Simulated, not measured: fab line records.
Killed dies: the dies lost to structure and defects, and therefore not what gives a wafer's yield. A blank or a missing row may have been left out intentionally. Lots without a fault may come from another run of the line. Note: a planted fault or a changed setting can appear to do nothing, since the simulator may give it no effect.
Matching of chambers || flow nandHarc || 4 sister chambers for NHARC_A_CHANNEL_HOLE_D2_ETCH_44 on rieDiel-10
The step etches the open film in CF4/O2, target depth 140 nm, overetch 14 nm, time 77 s. 8 wafers are shown with their chamber, then 12 later ones without.

== EACH WAFER AND ITS CHAMBER ==
{"wafer": "L085.1", "chamber": 1, "drypumpMotorCurrentA (A)": 5.9, "rfVppV (V)": 200.0}
{"wafer": "L089.1", "chamber": 2, "drypumpMotorCurrentA (A)": 6.2, "rfVppV (V)": 197.6}
{"wafer": "L089.6", "chamber": 0, "drypumpMotorCurrentA (A)": 5.5, "rfVppV (V)": 198.9}
{"wafer": "L091.2", "chamber": 0, "drypumpMotorCurrentA (A)": 5.6, "rfVppV (V)": 198.4}
{"wafer": "L091.3", "chamber": 1, "drypumpMotorCurrentA (A)": 5.9, "rfVppV (V)": 198.5}
{"wafer": "L090.1", "chamber": 3, "drypumpMotorCurrentA (A)": 5.2, "rfVppV (V)": 199.4}
{"wafer": "L090.5", "chamber": 2, "drypumpMotorCurrentA (A)": 6.2, "rfVppV (V)": 196.9}
{"wafer": "L090.6", "chamber": 3, "drypumpMotorCurrentA (A)": 5.1, "rfVppV (V)": 199.9}

== WAFERS WHOSE CHAMBER IS MISSING ==
{"wafer": "L093.3", "drypumpMotorCurrentA (A)": 6.2, "rfVppV (V)": 198.0}
{"wafer": "L093.4", "drypumpMotorCurrentA (A)": 5.6, "rfVppV (V)": 198.0}
{"wafer": "L093.6", "drypumpMotorCurrentA (A)": 5.2, "rfVppV (V)": 197.5}
{"wafer": "L092.4", "drypumpMotorCurrentA (A)": 5.6, "rfVppV (V)": 200.8}
{"wafer": "L092.5", "drypumpMotorCurrentA (A)": 6.2, "rfVppV (V)": 197.1}
{"wafer": "L092.6", "drypumpMotorCurrentA (A)": 5.1, "rfVppV (V)": 197.1}
{"wafer": "L094.1", "drypumpMotorCurrentA (A)": 5.9, "rfVppV (V)": 198.4}
{"wafer": "L094.2", "drypumpMotorCurrentA (A)": 5.1, "rfVppV (V)": 198.3}
{"wafer": "L094.4", "drypumpMotorCurrentA (A)": 5.6, "rfVppV (V)": 200.0}
{"wafer": "L095.2", "drypumpMotorCurrentA (A)": 5.5, "rfVppV (V)": 200.0}
{"wafer": "L095.3", "drypumpMotorCurrentA (A)": 5.9, "rfVppV (V)": 199.8}
{"wafer": "L095.6", "drypumpMotorCurrentA (A)": 6.2, "rfVppV (V)": 196.6}

== WHICH CHAMBER EACH ONE RAN IN ==
{"wafer": "L093.3", "from the rows above": 2, "in truth": 2}
{"wafer": "L093.4", "from the rows above": 0, "in truth": 0}
{"wafer": "L093.6", "from the rows above": 3, "in truth": 3}
{"wafer": "L092.4", "from the rows above": 0, "in truth": 0}
{"wafer": "L092.5", "from the rows above": 2, "in truth": 2}
{"wafer": "L092.6", "from the rows above": 3, "in truth": 3}
{"wafer": "L094.1", "from the rows above": 1, "in truth": 1}
{"wafer": "L094.2", "from the rows above": 3, "in truth": 3}
{"wafer": "L094.4", "from the rows above": 0, "in truth": 0}
{"wafer": "L095.2", "from the rows above": 0, "in truth": 0}
{"wafer": "L095.3", "from the rows above": 1, "in truth": 1}
{"wafer": "L095.6", "from the rows above": 2, "in truth": 2}
Placed correctly: 12 of 12. Can't be placed from these rows: 0. 0 placed wrongly.
How it was worked out, from the rows above alone: a wafer's distance from a chamber is the root of the sum, over the readings, of the square of ((its reading less the chamber's mean) divided by the reading's scatter). The wafer belongs to the nearest chamber; if the next one is less than 2 further off, it can't be placed. Each chamber's mean is taken over the wafers shown for it. The scatter is the square root of a quotient: the sum, over the shown wafers, of each reading's squared deviation from its chamber's mean, divided by wafers minus chambers.
